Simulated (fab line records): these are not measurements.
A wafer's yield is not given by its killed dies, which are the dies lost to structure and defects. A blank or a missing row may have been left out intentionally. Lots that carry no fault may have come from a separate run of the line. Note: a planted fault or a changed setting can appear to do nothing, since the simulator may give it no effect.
Which of the tools did it? || flow n5 finfet || 24 lots with 72 wafers sampled at 3 steps, on a route of 1938 steps

== WHAT THE GAUGES SHOWED, per wafer ==
N5_BEOL_M15_THK_MEAS_01.
{"lot": "L074", "measured": "day 11 00:10", "on": "film metro-01", "M15_ILD_THK (nm)": "1611 1653 1639"}
{"lot": "L076", "measured": "day 11 02:50", "on": "film metro-02", "M15_ILD_THK (nm)": "1649 1672 1669"}
{"lot": "L075", "measured": "day 11 18:21", "on": "film metro-01", "M15_ILD_THK (nm)": "1619 1669 1644"}
{"lot": "L077", "measured": "day 12 04:19", "on": "film metro-02", "M15_ILD_THK (nm)": "1640 1629 1636"}
{"lot": "L078", "measured": "day 12 11:13", "on": "film metro-02", "M15_ILD_THK (nm)": "1625 1622 1637"}
{"lot": "L079", "measured": "day 12 10:59", "on": "film metro-02", "M15_ILD_THK (nm)": "1670 1675 1644"}
{"lot": "L081", "measured": "day 12 16:32", "on": "film metro-01", "M15_ILD_THK (nm)": "1657 1621 1661"}
{"lot": "L080", "measured": "day 13 07:02", "on": "film metro-01", "M15_ILD_THK (nm)": "1603 1657 1621"}
{"lot": "L082", "measured": "day 13 08:55", "on": "film metro-01", "M15_ILD_THK (nm)": "1629 1590 1610"}
{"lot": "L083", "measured": "day 13 13:35", "on": "film metro-01", "M15_ILD_THK (nm)": "1622 1654 1650"}
{"lot": "L084", "measured": "day 14 00:11", "on": "film metro-01", "M15_ILD_THK (nm)": "1611 1623 1627"}
{"lot": "L086", "measured": "day 14 03:25", "on": "film metro-01", "M15_ILD_THK (nm)": "1642 1661 1667"}
{"lot": "L088", "measured": "day 14 12:38", "on": "film metro-02", "M15_ILD_THK (nm)": "1631 1625 1656"}
{"lot": "L087", "measured": "day 14 13:42", "on": "film metro-01", "M15_ILD_THK (nm)": "1594 1592 1603"}
{"lot": "L085", "measured": "day 14 20:13", "on": "film metro-02", "M15_ILD_THK (nm)": "1622 1629 1652"}
{"lot": "L089", "measured": "day 15 05:05", "on": "film metro-01", "M15_ILD_THK (nm)": "1615 1587 1606"}
{"lot": "L091", "measured": "day 15 14:06", "on": "film metro-02", "M15_ILD_THK (nm)": "1627 1645 1643"}
{"lot": "L093", "measured": "day 16 05:05", "on": "film metro-01", "M15_ILD_THK (nm)": "1621 1645 1648"}
{"lot": "L090", "measured": "day 16 05:18", "on": "film metro-01", "M15_ILD_THK (nm)": "1619 1617 1635"}
{"lot": "L092", "measured": "day 16 10:29", "on": "film metro-02", "M15_ILD_THK (nm)": "1657 1663 1673"}
{"lot": "L094", "measured": "day 16 19:41", "on": "film metro-02", "M15_ILD_THK (nm)": "1664 1634 1651"}
{"lot": "L095", "measured": "day 17 01:15", "on": "film metro-01", "M15_ILD_THK (nm)": "1631 1676 1648"}
{"lot": "L096", "measured": "day 17 05:48", "on": "film metro-02", "M15_ILD_THK (nm)": "1645 1646 1642"}
{"lot": "L097", "measured": "day 17 13:35", "on": "film metro-02", "M15_ILD_THK (nm)": "1620 1653 1650"}

== EACH LOT AND THE TOOL THAT RAN IT (in order: tool; ch and the chambers of the sampled wafers; start) ==
{"lot": "L074", "N5_BEOL_M14_ETCH_59": "rie diel-04 ch 0,2, day 10 18:16", "N5_BEOL_M14_PRE_CLEAN_42": "pvd sputter-02, day 10 22:36"}
{"lot": "L076", "N5_BEOL_M14_ETCH_59": "rie diel-04 ch 0,3, day 10 21:40", "N5_BEOL_M14_PRE_CLEAN_42": "pvd sputter-03, day 11 00:17"}
{"lot": "L075", "N5_BEOL_M14_ETCH_59": "rie diel-04 ch 0,3, day 11 10:07", "N5_BEOL_M14_PRE_CLEAN_42": "pvd sputter-03, day 11 16:42"}
{"lot": "L077", "N5_BEOL_M14_ETCH_59": "rie diel-05 ch 0,1,3, day 11 21:56", "N5_BEOL_M14_PRE_CLEAN_42": "pvd sputter-02, day 12 02:44"}
{"lot": "L078", "N5_BEOL_M14_ETCH_59": "rie diel-02 ch 1,2, day 12 05:43", "N5_BEOL_M14_PRE_CLEAN_42": "pvd sputter-01, day 12 08:47"}
{"lot": "L079", "N5_BEOL_M14_ETCH_59": "rie diel-05 ch 1,3, day 12 06:13", "N5_BEOL_M14_PRE_CLEAN_42": "pvd sputter-02, day 12 08:50"}
{"lot": "L081", "N5_BEOL_M14_ETCH_59": "rie diel-02 ch 0,2, day 12 10:14", "N5_BEOL_M14_PRE_CLEAN_42": "pvd sputter-02, day 12 14:17"}
{"lot": "L080", "N5_BEOL_M14_ETCH_59": "rie diel-02 ch 1,2,3, day 13 00:45", "N5_BEOL_M14_PRE_CLEAN_42": "pvd sputter-03, day 13 05:19"}
{"lot": "L082", "N5_BEOL_M14_ETCH_59": "rie diel-02 ch 1,2,3, day 13 01:43", "N5_BEOL_M14_PRE_CLEAN_42": "pvd sputter-03, day 13 05:38"}
{"lot": "L083", "N5_BEOL_M14_ETCH_59": "rie diel-04 ch 1,2,3, day 13 08:04", "N5_BEOL_M14_PRE_CLEAN_42": "pvd sputter-01, day 13 11:46"}
{"lot": "L084", "N5_BEOL_M14_ETCH_59": "rie diel-04 ch 1,2, day 13 16:08", "N5_BEOL_M14_PRE_CLEAN_42": "pvd sputter-01, day 13 21:47"}
{"lot": "L086", "N5_BEOL_M14_ETCH_59": "rie diel-04 ch 0,3, day 13 19:44", "N5_BEOL_M14_PRE_CLEAN_42": "pvd sputter-03, day 14 01:52"}
{"lot": "L088", "N5_BEOL_M14_ETCH_59": "rie diel-04 ch 0,2, day 14 05:17", "N5_BEOL_M14_PRE_CLEAN_42": "pvd sputter-01, day 14 11:06"}
{"lot": "L087", "N5_BEOL_M14_ETCH_59": "rie diel-05 ch 1,2,3, day 14 07:45", "N5_BEOL_M14_PRE_CLEAN_42": "pvd sputter-02, day 14 11:42"}
{"lot": "L085", "N5_BEOL_M14_ETCH_59": "rie diel-02 ch 0,3, day 14 13:15", "N5_BEOL_M14_PRE_CLEAN_42": "pvd sputter-03, day 14 18:41"}
{"lot": "L089", "N5_BEOL_M14_ETCH_59": "rie diel-02 ch 1,2,3, day 14 21:58", "N5_BEOL_M14_PRE_CLEAN_42": "pvd sputter-01, day 15 03:32"}
{"lot": "L091", "N5_BEOL_M14_ETCH_59": "rie diel-05 ch 1,2,3, day 15 09:50", "N5_BEOL_M14_PRE_CLEAN_42": "pvd sputter-01, day 15 12:26"}
{"lot": "L093", "N5_BEOL_M14_ETCH_59": "rie diel-02 ch 0,1,3, day 15 20:53", "N5_BEOL_M14_PRE_CLEAN_42": "pvd sputter-02, day 16 03:32"}
{"lot": "L090", "N5_BEOL_M14_ETCH_59": "rie diel-04 ch 0,1,2, day 15 23:22", "N5_BEOL_M14_PRE_CLEAN_42": "pvd sputter-03, day 16 03:44"}
{"lot": "L092", "N5_BEOL_M14_ETCH_59": "rie diel-02 ch 0,2,3, day 16 05:23", "N5_BEOL_M14_PRE_CLEAN_42": "pvd sputter-01, day 16 08:50"}
{"lot": "L094", "N5_BEOL_M14_ETCH_59": "rie diel-05 ch 0,1,2, day 16 16:14", "N5_BEOL_M14_PRE_CLEAN_42": "pvd sputter-03, day 16 18:09"}
{"lot": "L095", "N5_BEOL_M14_ETCH_59": "rie diel-04 ch 1,2,3, day 16 20:46", "N5_BEOL_M14_PRE_CLEAN_42": "pvd sputter-03, day 16 23:42"}
{"lot": "L096", "N5_BEOL_M14_ETCH_59": "rie diel-04 ch 1,2, day 17 01:13", "N5_BEOL_M14_PRE_CLEAN_42": "pvd sputter-02, day 17 04:16"}
{"lot": "L097", "N5_BEOL_M14_ETCH_59": "rie diel-05 ch 0,2,3, day 17 05:59", "N5_BEOL_M14_PRE_CLEAN_42": "pvd sputter-02, day 17 11:39"}
- N5_BEOL_M14_ETCH_59: etches BARC in N2/H2, target depth 89 nm, overetch 26.7 nm, time 67.9 s.
- N5_BEOL_M14_PRE_CLEAN_42: time 30 s.

== WHAT THE TOOLS THEMSELVES READ (means of the sampled wafers that have a number; where no wafer has one, the mark that the record gives instead) ==
N5_BEOL_M14_ETCH_59.
{"lot": "L074", "tool": "rie diel-04", "drypump motor current A (A)": 5.4, "oes product au (a.u.)": 0.62, "rf vpp V (V)": 523.5, "showerhead plenum p Torr (Torr)": 2.58, "throttle valve pct (%)": 18.30}
{"lot": "L076", "tool": "rie diel-04", "drypump motor current A (A)": 5.7, "oes product au (a.u.)": 0.73, "rf vpp V (V)": 525.2, "showerhead plenum p Torr (Torr)": 2.63, "throttle valve pct (%)": 17.79}
{"lot": "L075", "tool": "rie diel-04", "drypump motor current A (A)": 5.8, "oes product au (a.u.)": 0.72, "rf vpp V (V)": 525.6, "showerhead plenum p Torr (Torr)": 2.62, "throttle valve pct (%)": 17.80}
{"lot": "L077", "tool": "rie diel-05", "drypump motor current A (A)": 5.6, "oes product au (a.u.)": 0.70, "rf vpp V (V)": 525.5, "showerhead plenum p Torr (Torr)": 2.58, "throttle valve pct (%)": 17.85}
{"lot": "L078", "tool": "rie diel-02", "drypump motor current A (A)": 5.7, "oes product au (a.u.)": 0.77, "rf vpp V (V)": 523.3, "showerhead plenum p Torr (Torr)": 2.54, "throttle valve pct (%)": 17.77}
{"lot": "L079", "tool": "rie diel-05", "drypump motor current A (A)": 5.7, "oes product au (a.u.)": 0.70, "rf vpp V (V)": 523.5, "showerhead plenum p Torr (Torr)": 2.53, "throttle valve pct (%)": 18.08}
{"lot": "L081", "tool": "rie diel-02", "drypump motor current A (A)": 5.9, "oes product au (a.u.)": 0.64, "rf vpp V (V)": 520.8, "showerhead plenum p Torr (Torr)": 2.44, "throttle valve pct (%)": 17.84}
{"lot": "L080", "tool": "rie diel-02", "drypump motor current A (A)": 6.0, "oes product au (a.u.)": 0.69, "rf vpp V (V)": 524.6, "showerhead plenum p Torr (Torr)": 2.54, "throttle valve pct (%)": 17.82}
{"lot": "L082", "tool": "rie diel-02", "drypump motor current A (A)": 6.0, "oes product au (a.u.)": 0.69, "rf vpp V (V)": 523.5, "showerhead plenum p Torr (Torr)": 2.54, "throttle valve pct (%)": 17.82}
{"lot": "L083", "tool": "rie diel-04", "drypump motor current A (A)": 5.6, "oes product au (a.u.)": 0.71, "rf vpp V (V)": 523.9, "showerhead plenum p Torr (Torr)": 2.53, "throttle valve pct (%)": 17.73}
{"lot": "L084", "tool": "rie diel-04", "drypump motor current A (A)": 5.4, "oes product au (a.u.)": 0.73, "rf vpp V (V)": 524.1, "showerhead plenum p Torr (Torr)": 2.54, "throttle valve pct (%)": 17.95}
{"lot": "L086", "tool": "rie diel-04", "drypump motor current A (A)": 5.9, "oes product au (a.u.)": 0.71, "rf vpp V (V)": 524.8, "showerhead plenum p Torr (Torr)": 2.53, "throttle valve pct (%)": 17.64}
{"lot": "L088", "tool": "rie diel-04", "drypump motor current A (A)": 5.4, "oes product au (a.u.)": 0.75, "rf vpp V (V)": 523.3, "showerhead plenum p Torr (Torr)": 2.57, "throttle valve pct (%)": 18.03}
{"lot": "L087", "tool": "rie diel-05", "drypump motor current A (A)": 5.7, "oes product au (a.u.)": 0.65, "rf vpp V (V)": 522.0, "showerhead plenum p Torr (Torr)": 2.47, "throttle valve pct (%)": 18.00}
{"lot": "L085", "tool": "rie diel-02", "drypump motor current A (A)": 6.4, "oes product au (a.u.)": 0.81, "rf vpp V (V)": 524.2, "showerhead plenum p Torr (Torr)": 2.58, "throttle valve pct (%)": 17.51}
{"lot": "L089", "tool": "rie diel-02", "drypump motor current A (A)": 6.0, "oes product au (a.u.)": 0.76, "rf vpp V (V)": 523.4, "showerhead plenum p Torr (Torr)": 2.53, "throttle valve pct (%)": 17.72}
{"lot": "L091", "tool": "rie diel-05", "drypump motor current A (A)": 5.8, "oes product au (a.u.)": 0.64, "rf vpp V (V)": 522.3, "showerhead plenum p Torr (Torr)": 2.46, "throttle valve pct (%)": 18.02}
{"lot": "L093", "tool": "rie diel-02", "drypump motor current A (A)": 6.2, "oes product au (a.u.)": 0.76, "rf vpp V (V)": 524.8, "showerhead plenum p Torr (Torr)": 2.60, "throttle valve pct (%)": 17.61}
{"lot": "L090", "tool": "rie diel-04", "drypump motor current A (A)": 5.5, "oes product au (a.u.)": 0.73, "rf vpp V (V)": 526.0, "showerhead plenum p Torr (Torr)": 2.60, "throttle valve pct (%)": 17.86}
{"lot": "L092", "tool": "rie diel-02", "drypump motor current A (A)": 6.1, "oes product au (a.u.)": 0.76, "rf vpp V (V)": 524.0, "showerhead plenum p Torr (Torr)": 2.57, "throttle valve pct (%)": 17.63}
{"lot": "L094", "tool": "rie diel-05", "drypump motor current A (A)": 5.6, "oes product au (a.u.)": 0.64, "rf vpp V (V)": 522.1, "showerhead plenum p Torr (Torr)": 2.50, "throttle valve pct (%)": 17.81}
{"lot": "L095", "tool": "rie diel-04", "drypump motor current A (A)": 5.6, "oes product au (a.u.)": 0.75, "rf vpp V (V)": 522.5, "showerhead plenum p Torr (Torr)": 2.52, "throttle valve pct (%)": 17.65}
{"lot": "L096", "tool": "rie diel-04", "drypump motor current A (A)": 5.4, "oes product au (a.u.)": 0.76, "rf vpp V (V)": 523.2, "showerhead plenum p Torr (Torr)": 2.56, "throttle valve pct (%)": 17.67}
{"lot": "L097", "tool": "rie diel-05", "drypump motor current A (A)": 5.4, "oes product au (a.u.)": 0.67, "rf vpp V (V)": 520.3, "showerhead plenum p Torr (Torr)": 2.45, "throttle valve pct (%)": 17.86}

N5_BEOL_M14_PRE_CLEAN_42.
{"lot": "L074", "tool": "pvd sputter-02", "heater power w (W)": 514}
{"lot": "L076", "tool": "pvd sputter-03", "heater power w (W)": 489}
{"lot": "L075", "tool": "pvd sputter-03", "heater power w (W)": 489}
{"lot": "L077", "tool": "pvd sputter-02", "heater power w (W)": 508}
{"lot": "L078", "tool": "pvd sputter-01", "heater power w (W)": 439}
{"lot": "L079", "tool": "pvd sputter-02", "heater power w (W)": 502}
{"lot": "L081", "tool": "pvd sputter-02", "heater power w (W)": 522}
{"lot": "L080", "tool": "pvd sputter-03", "heater power w (W)": 467}
{"lot": "L082", "tool": "pvd sputter-03", "heater power w (W)": 463}
{"lot": "L083", "tool": "pvd sputter-01", "heater power w (W)": 404}
{"lot": "L084", "tool": "pvd sputter-01", "heater power w (W)": 449}
{"lot": "L086", "tool": "pvd sputter-03", "heater power w (W)": 445}
{"lot": "L088", "tool": "pvd sputter-01", "heater power w (W)": 399}
{"lot": "L087", "tool": "pvd sputter-02", "heater power w (W)": 499}
{"lot": "L085", "tool": "pvd sputter-03", "heater power w (W)": 467}
{"lot": "L089", "tool": "pvd sputter-01", "heater power w (W)": 409}
{"lot": "L091", "tool": "pvd sputter-01", "heater power w (W)": 416}
{"lot": "L093", "tool": "pvd sputter-02", "heater power w (W)": 513}
{"lot": "L090", "tool": "pvd sputter-03", "heater power w (W)": 475}
{"lot": "L092", "tool": "pvd sputter-01", "heater power w (W)": 400}
{"lot": "L094", "tool": "pvd sputter-03", "heater power w (W)": 473}
{"lot": "L095", "tool": "pvd sputter-03", "heater power w (W)": 471}
{"lot": "L096", "tool": "pvd sputter-02", "heater power w (W)": 487}
{"lot": "L097", "tool": "pvd sputter-02", "heater power w (W)": 531}

== THE ANSWER, worked out from the rows above alone ==
Rule: the usual values come from the lots themselves. The widest of any qualifying gaps counts: lots, ordered by their means at a reading, are off when they make up no more than a third of the lots, leave a main group of 4 or more, and stand apart from it by 3 or more times the standard deviation of that group's means. A main group whose means are all the same, to the digits that the tables above print for the reading, isn't used. Also off: a lot with no number at a reading for which 4 or more lots have one. Where the step has rows for the other lots, those lots are counted as sound. The gauges are gone through in route order, then the tools' own readings, and for those a lot's mean is taken as printed above. At the first step where some lot is off, the reading lying furthest off is the one used; lots without a number count as furthest.
No lot is off on any of the readings shown, so nothing can be concluded from this.

== WHAT THE SIMULATOR HAD PUT IN ==
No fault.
